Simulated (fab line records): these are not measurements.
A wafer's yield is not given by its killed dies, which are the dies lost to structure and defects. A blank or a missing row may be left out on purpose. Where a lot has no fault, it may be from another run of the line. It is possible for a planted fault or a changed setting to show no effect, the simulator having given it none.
What tool caused it?	flow n5Finfet	24 lots, 72 wafers sampled, at 5 steps of a route of 1938

## WHAT EACH GAUGE READ, for each wafer
N5_BEOL_M10_CD_MEAS_11: the cd target is 64.1 nm.
lot	measured	on	cdNm (nm)
L074	day 10 00:06	cdSem-02	62.6 63.1 62.7
L075	day 10 05:38	cdSem-03	63.6 64.0 63.9
L076	day 10 12:17	cdSem-01	63.4 64.0 64.5
L077	day 10 12:07	cdSem-02	63.9 64.1 63.6
L078	day 10 22:46	cdSem-03	64.8 64.6 65.0
L079	day 11 00:14	cdSem-02	63.8 63.4 63.2
L080	day 11 09:31	cdSem-02	63.4 63.7 64.3
L081	day 11 13:16	cdSem-03	64.8 64.1 65.1
L082	day 11 13:41	cdSem-01	63.5 63.2 64.1
L083	day 12 01:32	cdSem-03	63.1 63.4 64.0
L085	day 12 05:07	cdSem-01	64.6 64.8 64.0
L084	day 12 08:43	cdSem-02	64.2 64.3 64.5
L086	day 13 08:29	cdSem-02	65.0 64.5 64.4
L087	day 13 09:59	cdSem-02	64.2 64.5 64.1
L089	day 13 18:44	cdSem-03	64.0 63.7 63.3
L088	day 13 23:04	cdSem-02	64.6 64.6 64.5
L091	day 14 02:58	cdSem-02	63.9 64.0 63.2
L090	day 14 21:39	cdSem-01	64.0 64.3 64.9
L092	day 15 09:46	cdSem-01	64.3 63.6 63.6
L093	day 16 03:42	cdSem-01	64.1 63.5 64.6
L094	day 16 11:41	cdSem-01	63.3 63.5 63.4
L096	day 16 12:29	cdSem-03	64.7 64.0 64.5
L097	day 17 09:11	cdSem-01	64.2 64.0 63.7
L095	day 17 23:12	cdSem-02	64.0 63.5 64.3

N5_BEOL_M11_CD_MEAS_18: pitch 140 nm, target cd 70 nm.
lot	measured	on	cdNm (nm)
L074	day 10 10:41	cdSem-02	70.1 71.0 70.3
L075	day 10 13:20	cdSem-02	70.2 70.1 70.7
L076	day 10 20:01	cdSem-02	69.5 69.4 69.6
L077	day 10 20:19	cdSem-02	70.8 69.7 71.3
L078	day 11 06:06	cdSem-01	69.9 69.5 70.0
L079	day 11 07:38	cdSem-03	69.7 70.4 69.7
L080	day 11 16:21	cdSem-03	69.8 69.7 69.4
L081	day 11 20:31	cdSem-01	70.3 70.3 70.8
L082	day 12 01:25	cdSem-03	70.8 70.3 70.7
L083	day 12 09:21	cdSem-02	70.2 69.7 69.9
L085	day 12 15:48	cdSem-03	70.5 70.8 69.8
L084	day 12 17:21	cdSem-02	70.2 70.4 70.6
L086	day 13 15:16	cdSem-01	71.2 71.6 70.8
L087	day 13 19:59	cdSem-01	69.2 69.8 69.3
L089	day 14 01:50	cdSem-01	69.4 69.9 69.3
L088	day 14 07:42	cdSem-03	70.2 69.6 69.8
L091	day 14 12:56	cdSem-03	70.0 69.3 70.5
L090	day 15 04:41	cdSem-03	69.3 70.1 70.6
L092	day 15 21:04	cdSem-01	70.3 69.9 69.9
L093	day 16 13:22	cdSem-03	69.2 69.6 69.5
L094	day 17 01:41	cdSem-03	70.2 70.3 70.2
L096	day 17 01:56	cdSem-01	70.1 70.3 70.5
L097	day 17 22:47	cdSem-01	70.3 70.6 70.9
L095	day 18 11:33	cdSem-01	69.9 69.8 71.6

## EACH LOT AND THE TOOL THAT RAN IT (in order: tool; ch and the chambers of the sampled wafers; start)
lot	N5_BEOL_M10_CURE_71	N5_BEOL_M10_CURE_72	N5_BEOL_M10_DEGAS_44
L074	uvCure-01 ch 2, day 9 21:34	uvCure-01 ch 2, day 10 05:26	pvdSputter-03, day 10 05:47
L075	uvCure-03 ch 1, day 10 01:37	uvCure-01 ch 1, day 10 07:43	pvdSputter-03, day 10 08:36
L076	uvCure-03 ch 0, day 10 10:07	uvCure-02 ch 1, day 10 15:04	pvdSputter-01, day 10 15:34
L077	uvCure-02 ch 1, day 10 10:27	uvCure-03 ch 2, day 10 15:14	pvdSputter-03, day 10 15:53
L078	uvCure-03 ch 0, day 10 21:02	uvCure-03 ch 0, day 11 00:31	pvdSputter-03, day 11 02:25
L079	uvCure-03 ch 1, day 10 22:23	uvCure-03 ch 0, day 11 02:56	pvdSputter-01, day 11 03:15
L080	uvCure-02 ch 2, day 11 07:17	uvCure-02 ch 2, day 11 11:31	pvdSputter-02, day 11 11:57
L081	uvCure-03 ch 1, day 11 12:14	uvCure-03 ch 1, day 11 15:53	pvdSputter-01, day 11 16:10
L082	uvCure-01 ch 2, day 11 12:26	uvCure-01 ch 0, day 11 16:07	pvdSputter-01, day 11 16:50
L083	uvCure-02 ch 2, day 11 21:43	uvCure-02 ch 2, day 12 04:07	pvdSputter-01, day 12 04:52
L085	uvCure-02 ch 2, day 12 02:57	uvCure-01 ch 1, day 12 08:46	pvdSputter-01, day 12 09:03
L084	uvCure-03 ch 2, day 12 06:43	uvCure-03 ch 2, day 12 10:39	pvdSputter-03, day 12 10:59
L086	uvCure-01 ch 1, day 13 07:16	uvCure-01 ch 2, day 13 10:38	pvdSputter-01, day 13 11:00
L087	uvCure-01 ch 1, day 13 09:14	uvCure-03 ch 1, day 13 14:24	pvdSputter-02, day 13 14:40
L089	uvCure-01 ch 0, day 13 14:51	uvCure-02 ch 0, day 13 20:31	pvdSputter-03, day 13 21:58
L088	uvCure-01 ch 2, day 13 21:17	uvCure-01 ch 1, day 14 01:16	pvdSputter-01, day 14 01:52
L091	uvCure-02 ch 0, day 14 01:40	uvCure-02 ch 2, day 14 06:23	pvdSputter-03, day 14 07:00
L090	uvCure-03 ch 2, day 14 20:16	uvCure-02 ch 0, day 14 23:36	pvdSputter-02, day 14 23:56
L092	uvCure-03 ch 0, day 15 06:53	uvCure-02 ch 2, day 15 13:11	pvdSputter-01, day 15 13:47
L093	uvCure-03 ch 2, day 16 02:52	uvCure-01 ch 0, day 16 06:23	pvdSputter-02, day 16 06:39
L094	uvCure-02 ch 1, day 16 07:02	uvCure-03 ch 2, day 16 18:37	pvdSputter-01, day 16 19:19
L096	uvCure-01 ch 0, day 16 08:22	uvCure-01 ch 2, day 16 18:59	pvdSputter-01, day 16 19:29
L097	uvCure-01 ch 1, day 17 07:47	uvCure-03 ch 1, day 17 14:08	pvdSputter-03, day 17 15:55
L095	uvCure-01 ch 2, day 17 22:02	uvCure-02 ch 0, day 18 02:56	pvdSputter-01, day 18 03:14
- N5_BEOL_M10_CURE_71: cures SiCOH lowk, time 240 s.
- N5_BEOL_M10_CURE_72: cures SiCOH lowk, time 120 s.
- N5_BEOL_M10_DEGAS_44: time 60 s.

## WHAT THE TOOLS THEMSELVES READ (means of the sampled wafers that have a number; where no wafer has one, the mark that the record gives instead)
N5_BEOL_M10_CURE_71.
lot	tool	lampPowerPct (%)	wafer_temp_C_max
L074	uvCure-01	52.30	386.1
L075	uvCure-03	52.32	386.5
L076	uvCure-03	52.26	387.5
L077	uvCure-02	52.29	386.4
L078	uvCure-03	52.32	387.6
L079	uvCure-03	52.30	386.2
L080	uvCure-02	52.34	387.3
L081	uvCure-03	52.33	386.0
L082	uvCure-01	52.30	386.1
L083	uvCure-02	52.30	387.3
L085	uvCure-02	52.28	387.5
L084	uvCure-03	52.29	386.6
L086	uvCure-01	52.31	387.5
L087	uvCure-01	52.37	387.2
L089	uvCure-01	52.33	386.7
L088	uvCure-01	52.28	386.4
L091	uvCure-02	52.35	386.8
L090	uvCure-03	52.29	386.7
L092	uvCure-03	52.28	387.5
L093	uvCure-03	52.33	387.1
L094	uvCure-02	52.30	386.1
L096	uvCure-01	52.31	386.4
L097	uvCure-01	52.33	387.2
L095	uvCure-01	52.37	386.4

N5_BEOL_M10_CURE_72.
lot	tool	lampPowerPct (%)	wafer_temp_C_max
L074	uvCure-01	52.20	371.2
L075	uvCure-01	52.35	372.4
L076	uvCure-02	52.32	371.7
L077	uvCure-03	52.30	372.0
L078	uvCure-03	52.35	372.2
L079	uvCure-03	52.33	372.6
L080	uvCure-02	52.33	372.8
L081	uvCure-03	52.32	371.6
L082	uvCure-01	52.32	371.9
L083	uvCure-02	52.33	372.2
L085	uvCure-01	52.25	372.1
L084	uvCure-03	52.30	371.7
L086	uvCure-01	52.32	371.2
L087	uvCure-03	52.28	371.2
L089	uvCure-02	52.29	372.2
L088	uvCure-01	52.29	372.1
L091	uvCure-02	52.32	371.7
L090	uvCure-02	52.29	371.9
L092	uvCure-02	52.27	372.0
L093	uvCure-01	52.34	371.9
L094	uvCure-03	52.31	371.8
L096	uvCure-01	52.33	370.8
L097	uvCure-03	52.28	371.4
L095	uvCure-02	52.32	371.9

N5_BEOL_M10_DEGAS_44.
lot	tool	heaterPowerW (W)
L074	pvdSputter-03	376
L075	pvdSputter-03	370
L076	pvdSputter-01	311
L077	pvdSputter-03	375
L078	pvdSputter-03	325
L079	pvdSputter-01	321
L080	pvdSputter-02	327
L081	pvdSputter-01	324
L082	pvdSputter-01	324
L083	pvdSputter-01	320
L085	pvdSputter-01	313
L084	pvdSputter-03	348
L086	pvdSputter-01	322
L087	pvdSputter-02	320
L089	pvdSputter-03	394
L088	pvdSputter-01	316
L091	pvdSputter-03	375
L090	pvdSputter-02	326
L092	pvdSputter-01	326
L093	pvdSputter-02	328
L094	pvdSputter-01	311
L096	pvdSputter-01	312
L097	pvdSputter-03	341
L095	pvdSputter-01	320

## THE ANSWER, worked out from the rows above alone
Rule: usual is defined by the lots themselves. The widest of any qualifying gaps counts: lots, ordered by their means at a reading, are off when they make up no more than a third of the lots, leave a main group of 4 or more, and stand apart from it by 3 or more times the standard deviation of that group's means. Not used: any main group whose means are identical at the precision the tables above print for the reading. Also off: a lot with no number at a reading for which 4 or more lots have one. Where the step has rows for the other lots, those lots are counted as sound. After the gauges, taken in route order, come the tools' own readings; for these a lot's mean is taken, as printed above. At the first step where some lot is off, the reading lying furthest off is the one used; lots without a number count as furthest.
Nothing can be told from this: no lot is off at any reading shown.

## WHAT HAD BEEN PUT IN BY THE SIMULATOR
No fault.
